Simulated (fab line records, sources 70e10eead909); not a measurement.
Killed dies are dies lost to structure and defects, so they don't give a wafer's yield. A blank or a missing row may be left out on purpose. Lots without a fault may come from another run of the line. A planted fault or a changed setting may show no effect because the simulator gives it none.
A struck lot beside a sound one | flow nand_harc | 24 steps out of a route of 1302
Sound: wafers L261.1, L261.4, L261.5. Struck: wafers L275.1, L275.2, L275.4. The cause comes at the end.
At each step with rows: each side's tool, then ch and its chambers, then its first start. Under that, the readings that differ: sound wafers | struck wafers | difference of the means | sigmas: that difference in standard deviations of wafers without a fault.
alike: readings whose means differ by less than 2 such deviations, and words and numbers that are the same on both sides. not compared: withheld readings, readings that some wafer has no value for, bounds like >300 that may hide the same value, and numbers for which the record gives no deviation and whose values overlap.
The two part at a step that has a row with sigmas, a row that says differs or no value, or rows on one side only. Numbers that don't overlap but have no deviation are shown without sigmas and don't part them. A reading that every wafer of one side lacks parts them only if that side has two wafers or more.

first, 4 steps without rows for these wafers: NHARC_P_GATE_PRECLEAN_71 (cleans in SC1); NHARC_P_GATE_SRD_72; NHARC_P_GATE_OXIDE_16 (material SiO2, target thk 3 nm, ox time 392 s); NHARC_P_GATE_CVD_17 (deposits poly-Si, target thk 150 nm, time 900 s).
NHARC_P_GATE_HM_DEP_102: deposits aC, target thk 120 nm.
  sound on acl_dep-03 ch 0, day 6 18:54; struck on acl_dep-01 ch 0, day 12 17:01
  alike: susceptor_temp_C, throttle_valve_pct
NHARC_P_GATE_DEP_103: deposits SiON, target thk 30 nm.
  sound on pecvd-04 ch 0,2, day 6 19:38; struck on pecvd-03 ch 0,2, day 12 17:59
  alike: heater_power_w, susceptor_temp_C
then, 6 steps without rows for these wafers: NHARC_P_GATE_DEHYDRATE_18 (time 120 s); NHARC_P_GATE_HMDS_19 (time 30 s); NHARC_P_GATE_COAT_20 (resist thk 90 nm); NHARC_P_GATE_SOFTBAKE_21 (time 55 s); NHARC_P_GATE_EBR_22; NHARC_P_GATE_EXPOSE_23 (exposes mask P GATE, target cd 120 nm).
NHARC_P_GATE_PEB_24: peb time 65 s.
  sound on litho_track-06 ch 0, day 6 20:03; struck on litho_track-01 ch 0, day 12 18:34
  reading                  | sound              | struck            | difference | sigmas
  heater_power_total_W (W) | 156.5 156.6 156.5  | 138.7 138.1 139.0 | -17.9      | -42
  plate_temp_C (C)         | 100.04 99.88 99.97 | 91.56 91.63 91.63 | -8.36      | -56
  alike: chill_plate_temp_C
then, 1 step without rows for these wafers: NHARC_P_GATE_DEVELOP_25 (develop time 35 s).
NHARC_P_GATE_CD_MEAS_26: target cd 120 nm.
  sound on cd_sem-02 ch 0, day 6 20:08; struck on cd_sem-01 ch 0, day 12 18:38
  reading    | sound             | struck            | difference | sigmas
  cd_nm (nm) | 120.4 120.1 120.3 | 158.2 158.3 158.2 | +38.0      | +69
NHARC_P_GATE_OVL_MEAS_27:
  sound on overlay-02, day 6 20:13; struck on overlay-01, day 12 18:44
  alike: overlay_x_nm, overlay_y_nm
NHARC_P_GATE_INSPECT_28:
  sound on defect_inspect-01, day 6 20:15; struck on defect_inspect-01, day 12 18:46
  alike: raw_defect_count
NHARC_P_GATE_DESCUM_31: chemistry O2, time 3 s.
  sound on rie_diel-13 ch 0,3, day 6 20:19; struck on rie_diel-09 ch 0,2,3, day 12 18:50
  reading                 | sound             | struck            | difference | sigmas
  model.P_GATE.cd_nm (nm) | 120.2 119.4 119.5 | 157.9 157.9 158.1 | +38.3      |
  alike: drypump_motor_current_A, o2_flow_sccm, oes_product_au, rf_vpp_V, showerhead_plenum_p_Torr, throttle_valve_pct
  not compared: rf_hours_counter_h
NHARC_P_GATE_ETCH_104: etches the open film in CF4/CHF3, target depth 60 nm.
  sound on rie_diel-13 ch 0,2,3, day 6 20:24; struck on rie_diel-09 ch 0,1,2, day 12 18:55
  alike: drypump_motor_current_A, oes_product_au, rf_vpp_V, showerhead_plenum_p_Torr, throttle_valve_pct
NHARC_P_GATE_HM_OPEN_105: chemistry O2/COS, target depth 360 nm.
  sound on rie_diel-13 ch 0,1; struck on rie_diel-09 ch 0,1,2
  alike: drypump_motor_current_A, o2_flow_sccm, oes_product_au, rf_vpp_V, showerhead_plenum_p_Torr, throttle_valve_pct
  not compared: rf_hours_counter_h
then, 1 step without rows for these wafers: NHARC_P_GATE_STRIP_106 (strips in O2/COS).
NHARC_P_GATE_ETCH_114: etches the open film in CF4/O2, target depth 30 nm, overetch 3 nm, time 16.5 s.
  sound on rie_diel-13 ch 0,1; struck on rie_diel-09 ch 0,2,3
  alike: drypump_motor_current_A, o2_flow_sccm, oes_o_777_au, oes_product_au, rf_vpp_V, showerhead_plenum_p_Torr, throttle_valve_pct
  not compared: rf_hours_counter_h
NHARC_P_GATE_ETCH_32: etches the open film in HBr/Cl2, target depth 150 nm, time 100.1 s.
  sound on rie_si-05 ch 0,1,3, day 6 20:47; struck on rie_si-05 ch 1,3, day 12 19:17
  reading                 | sound             | struck          | difference | sigmas
  model.P_GATE.cd_nm (nm) | 118.5 118.8 119.6 | 161.7 160 162.4 | +42.4      |
  alike: drypump_motor_current_A, oes_product_au, throttle_valve_pct
  not compared: rf_hours_counter_h
then, 1 step without rows for these wafers: NHARC_P_GATE_STRIP_108 (strips in O2).

WHERE THEY PART
First at NHARC_P_GATE_PEB_24; last, within this record, at NHARC_P_GATE_CD_MEAS_26. Later steps at which nothing parts them and some readings are alike: NHARC_P_GATE_OVL_MEAS_27, NHARC_P_GATE_INSPECT_28, NHARC_P_GATE_DESCUM_31, NHARC_P_GATE_ETCH_104, NHARC_P_GATE_HM_OPEN_105, NHARC_P_GATE_ETCH_114, NHARC_P_GATE_ETCH_32.

WHY: what the simulator had put in
Process parameter drift: litho_track-01, from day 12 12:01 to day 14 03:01, at NHARC_P_GATE_PEB_24. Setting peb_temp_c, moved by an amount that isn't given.
